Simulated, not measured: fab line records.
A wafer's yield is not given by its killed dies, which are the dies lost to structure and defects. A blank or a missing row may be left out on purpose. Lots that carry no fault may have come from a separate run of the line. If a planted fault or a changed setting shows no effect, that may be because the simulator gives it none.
Matching of chambers	flow nand-harc	4 sister chambers for NHARC_P_CONTACT_CMP_24 on cmp-04
The step polishes, t overpolish 30 s, target thk 200 nm. 14 wafers are shown with their chamber, then 7 later ones without.

== WAFERS WITH THEIR CHAMBER ==
wafer	chamber	motor-current-A (A)	time-to-endpoint-s (s)	overpolish-run-s (s)
L081.2	1	13.0	35	30.005
L081.3	3	13.7	39	30.007
L081.6	2	12.6	41	30.007
L086.1	2	12.6	43	30.001
L086.2	3	12.7	43	30.000
L086.5	1	13.1	39	29.997
L088.2	3	12.8	40	29.990
L088.4	2	12.6	42	30.008
L088.6	1	13.0	36	29.987
L089.1	0	10.9	47	30.012
L089.4	2	12.2	45	30.006
L089.5	1	13.5	41	30.002
L091.2	3	12.8	44	30.004
L091.4	0	10.8	45	29.994

SIGNATURES (means of the wafers above)
reading	chamber 0	chamber 1	chamber 2	chamber 3	scatter within a chamber
motor-current-A	10.850	13.150	12.500	13.000	0.309
time-to-endpoint-s	46.00	37.75	42.75	41.50	2.25
overpolish-run-s	30.00300	29.99775	30.00550	30.00025	0.00737
Rule: for a wafer and a chamber, the distance is found by dividing, reading by reading, the gap between the wafer's reading and the chamber's mean by the reading's scatter, squaring, summing and taking the root. The wafer belongs to the nearest chamber; if the next one is less than 2 further off, it can't be placed. The scatter: the root of (the sum of the squares of (reading less its chamber's mean) over the shown wafers, divided by (wafers less chambers)).

== WAFERS WITH NO CHAMBER GIVEN ==
wafer	motor-current-A (A)	time-to-endpoint-s (s)	overpolish-run-s (s)
L091.6	12.0	44	30.005
L095.2	13.1	31	30.006
L095.3	13.8	39	30.008
L095.4	11.5	41	29.991
L097.1	13.3	36	29.994
L097.2	13.4	41	29.988
L097.3	12.2	44	29.998

== THE CHAMBER EACH PASSED THROUGH ==
wafer	from the rows above	in truth
L091.6	can't be placed: 2 or 3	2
L095.2	can't be placed: 1 or 3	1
L095.3	can't be placed: 1 or 3 or 2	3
L095.4	can't be placed: 0 or 2 or 3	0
L097.1	can't be placed: 1 or 3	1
L097.2	can't be placed: 3 or 1 or 2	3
L097.3	can't be placed: 2 or 3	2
Correct placement for 0 of the 7. Cannot be placed on the basis of these rows: 7; the candidates contain the true chamber in 7. Number placed wrongly: 0.
